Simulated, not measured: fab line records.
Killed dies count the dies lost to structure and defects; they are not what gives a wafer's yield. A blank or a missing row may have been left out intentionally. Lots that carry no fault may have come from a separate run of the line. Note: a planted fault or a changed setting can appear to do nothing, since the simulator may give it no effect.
Matching of chambers	flow nand-harc	4 sister chambers for NHARC_A_STAIRCASE_TRIM_220 on rie-diel-04
The step chemistry O2, time 211.2 s. 8 wafers are shown with their chamber, then 7 later ones without.

WAFERS PAIRED WITH THEIR CHAMBERS
wafer	chamber	showerhead-plenum-p-Torr (Torr)	drypump-motor-current-A (A)
L076.6	3	3.30	5.5
L077.3	3	3.30	5.5
L086.6	1	3.48	5.8
L087.1	2	3.75	5.2
L087.4	1	3.48	5.8
L087.5	0	3.79	6.6
L090.2	2	3.75	5.1
L090.3	0	3.78	6.7

WAFERS WITHOUT THEIR CHAMBER
wafer	showerhead-plenum-p-Torr (Torr)	drypump-motor-current-A (A)
L090.5	3.28	5.5
L088.1	3.28	5.5
L088.4	3.78	6.7
L088.6	3.28	5.5
L095.1	3.77	6.7
L095.3	3.80	5.5
L095.6	3.77	6.6

EACH ONE'S CHAMBER
wafer	from the rows above	in truth
L090.5	3	3
L088.1	3	3
L088.4	0	0
L088.6	3	3
L095.1	0	0
L095.3	2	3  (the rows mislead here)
L095.6	0	0
Placed correctly: 6 of 7. Number that these rows cannot place: 0. 1 placed wrongly.
How it was worked out, from the rows above alone: a wafer's distance from a chamber is the root of the sum, over the readings, of the square of ((its reading less the chamber's mean) divided by the reading's scatter). The wafer belongs to the nearest chamber; if the next one is less than 2 further off, it can't be placed. Each chamber's mean is taken over the wafers shown for it. The scatter: take each reading less its chamber's mean, square it, sum over the shown wafers, divide by the number of wafers less the number of chambers, and take the root.
